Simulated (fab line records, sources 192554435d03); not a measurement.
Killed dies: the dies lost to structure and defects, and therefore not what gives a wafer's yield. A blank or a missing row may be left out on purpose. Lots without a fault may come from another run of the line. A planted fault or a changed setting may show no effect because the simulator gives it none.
A struck lot beside a sound one + flow n5_finfet + 24 steps out of a route of 1938
Sound: wafers L254.2, L254.3, L254.4. Struck: wafer L249.6 (left out: L249.3, L249.4 of the same lot, which were not struck); the cause appears at the end.
At each step with rows: each side's tool, then ch and its chambers, then its first start. Under that, the readings that differ: sound wafers + struck wafers + difference of the means + sigmas: that difference in standard deviations of wafers without a fault.
alike: words and numbers the same on both sides, and readings whose means are apart by under 2 such deviations; not compared: readings that were withheld, readings missing a value for some wafer, numbers with overlapping values and no deviation given by the record, and bounds like >300 which may hide the same value.
The two part at a step that has a row with sigmas, a row that says differs or no value, or rows on one side only. When numbers do not overlap yet have no deviation, they are printed without sigmas and do not part them. Lack of a reading on every wafer of one side parts them only where that side has two or more wafers.

N5_GATE_CUT_ETCH_28: etches underlayer in N2/H2, target depth 13 nm, time 10.4 s.
  sound on rie_diel-05 ch 1,3, day 9 14:30; struck on rie_diel-05 ch 3, day 8 06:49
  alike: chamber_pressure_mTorr, drypump_motor_current_A, etch_rf_on_time_s, oes_product_au, rf_vpp_V, showerhead_plenum_p_Torr, throttle_valve_pct
  not compared: rf_hours_counter_h
then, 6 steps without rows for these wafers: N5_GATE_CUT_ETCH_36 (etches SiARC in CF4, target depth 13 nm, time 21.7 s); N5_GATE_CUT_ETCH_37 (etches SOC in N2/H2, target depth 60 nm, overetch 12 nm, time 90 s); N5_GATE_CUT_STRIP_38 (strips in N2/H2); N5_GATE_CUT_STRIP_39 (strips in N2/H2); N5_GATE_CUT_HM_OPEN_40 (chemistry C4F6/O2, target SiO2, target depth 139 nm, time 85.1 s); N5_GATE_CUT_STRIP_41 (strips in CF4).
N5_GATE_CUT_STRIP_42: strips in O2.
  sound on rie_diel-05 ch 1,3, day 9 14:43; struck on rie_diel-05 ch 3, day 8 07:01
  alike: chamber_pressure_mTorr, drypump_motor_current_A, o2_flow_sccm, oes_product_au, rf_vpp_V, showerhead_plenum_p_Torr, throttle_valve_pct
  not compared: rf_hours_counter_h
then, 3 steps without rows for these wafers: N5_GATE_CUT_ETCH_19 (etches SiNx in CH3F/O2, target depth 53.7 nm, time 76.7 s); N5_GATE_CUT_CUT_ETCH_53 (etches W in SF6/Cl2, target depth 79.2 nm); N5_GATE_CUT_CUT_ETCH_54 (etches TiN in Cl2/BCl3, target depth 96.7 nm).
N5_GATE_CUT_CUT_ETCH_55: etches HfO2 in BCl3, target depth 3.2 nm.
  sound on rie_metal-01 ch 0,1, day 9 14:59; struck on rie_metal-02 ch 0, day 8 07:18
  alike: chamber_pressure_mTorr, drypump_motor_current_A, oes_product_au, throttle_valve_pct
  not compared: rf_hours_counter_h
N5_GATE_CUT_ETCH_47: etches SiO2 in Cl2/BCl3, target depth 10 nm.
  sound on rie_metal-01 ch 0,1, day 9 15:01; struck on rie_metal-02 ch 0, day 8 07:20
| reading                                      | sound             | struck | difference | sigmas |
|----------------------------------------------|-------------------|--------|------------|--------|
| oes_product_au (a.u.)                        | 0.81 0.82 0.70    | 1.07   | +0.29      | +3     |
| model.SiO2_of_GATE_CUT_HM_DEP_46.thk_nm (nm) | 106 104.6 108.8   | 102.8  | -3.7       |        |
| model.etch.depth_nm (nm)                     | 10.04 10.11 9.831 | 14.47  | +4.48      |        |
  alike: chamber_pressure_mTorr, drypump_motor_current_A, throttle_valve_pct
  not compared: rf_hours_counter_h
then, 3 steps without rows for these wafers: N5_GATE_CUT_VAPOR_ETCH_48 (etches TiN in BCl3/Cl2); N5_GATE_CUT_VAPOR_ETCH_49 (etches TiAlC in BCl3/Cl2); N5_GATE_CUT_VAPOR_ETCH_51 (etches HfO2 in BCl3/Cl2).
N5_GATE_CUT_STRIP_21: strips in N2/H2, time 30 s.
  sound on plasma_asher-01 ch 0,1, day 9 15:09; struck on plasma_asher-02 ch 0, day 8 07:29
  alike: drypump_motor_current_A, heater_power_w
  not compared: rf_hours_counter_h
then, 2 steps without rows for these wafers: N5_GATE_CUT_STRIP_29 (strips in post etch residue remover, time 60 s); N5_GATE_CUT_SRD_52 (time 30 s).
N5_GATE_CUT_ALD_22: deposits SiNx, target thk 16 nm, pulse time 1 s, ald cycles 320.
  sound on ald_sin-01 ch 1,2,3, day 9 15:39; struck on ald_sin-01 ch 1, day 8 07:37
  alike: heater_power_w, precursor_pulse_height_rel
N5_GATE_CUT_CMP_23: polishes, stops on SiO2, t overpolish 23.4 s, target thk 16 nm.
  sound on cmp-03 ch 0,1,3, day 9 17:08; struck on cmp-02 ch 0, day 8 09:08
| reading                                      | sound             | struck | difference | sigmas |
|----------------------------------------------|-------------------|--------|------------|--------|
| model.SiO2_of_GATE_CUT_HM_DEP_46.thk_nm (nm) | 103.8 102.6 106.6 | 100.8  | -3.5       |        |
  alike: edge_zone_pressure_frac, motor_current_A, overpolish_run_s, time_to_endpoint_s
  not compared: pad_life_wafers
N5_GATE_CUT_THK_MEAS_24:
  sound on film_metro-01 at day 9 17:26; struck on film_metro-02 at day 8 09:24
  alike: GC_FILL_THK
-- record jumps: 3 days separate the struck wafers' starts on either side; left off in module GATE_CUT, taken up again in module BEOL_M4, whose first shown step is the route's number 1111 --
N5_BEOL_M4_RC_MEAS_101:
  sound on prober-01 ch 0, day 12 22:05; struck on prober-01 ch 0, day 11 14:10
  alike: DIBL_N, DIBL_P, IOFF_N, IOFF_P, ION_N, ION_P, SS_N, SS_P, VT_N, VT_P
-- a jump in the record: the struck wafers' starts before and after are 5 days apart (it breaks off in module BEOL_M4 and resumes in module PASSIVATION, where the first step shown is number 1936 of the route) --
N5_PASSIVATION_PROBE_49:
  sound on prober-01 at day 17 13:11; struck on prober-02 at day 16 05:51
  alike: defect_limited_yield, killed_at_M0_to_M3, killed_at_M4_up, killed_at_contacts, killed_at_front_end, killed_at_other, killed_dies, killed_open, killed_short, sort_bin_5_function, sort_bin_6_memory, sort_n_pass, sort_yield_pct

WHERE THEY PART
N5_GATE_CUT_ETCH_47 only, going by this record. Later steps at which nothing parts them and some readings are alike: N5_GATE_CUT_STRIP_21, N5_GATE_CUT_ALD_22, N5_GATE_CUT_CMP_23, N5_GATE_CUT_THK_MEAS_24, N5_BEOL_M4_RC_MEAS_101, N5_PASSIVATION_PROBE_49.

WHY: the cause the simulator had injected
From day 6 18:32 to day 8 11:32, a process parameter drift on rie_metal-02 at N5_GATE_CUT_ETCH_47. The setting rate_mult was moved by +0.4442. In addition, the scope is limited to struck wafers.
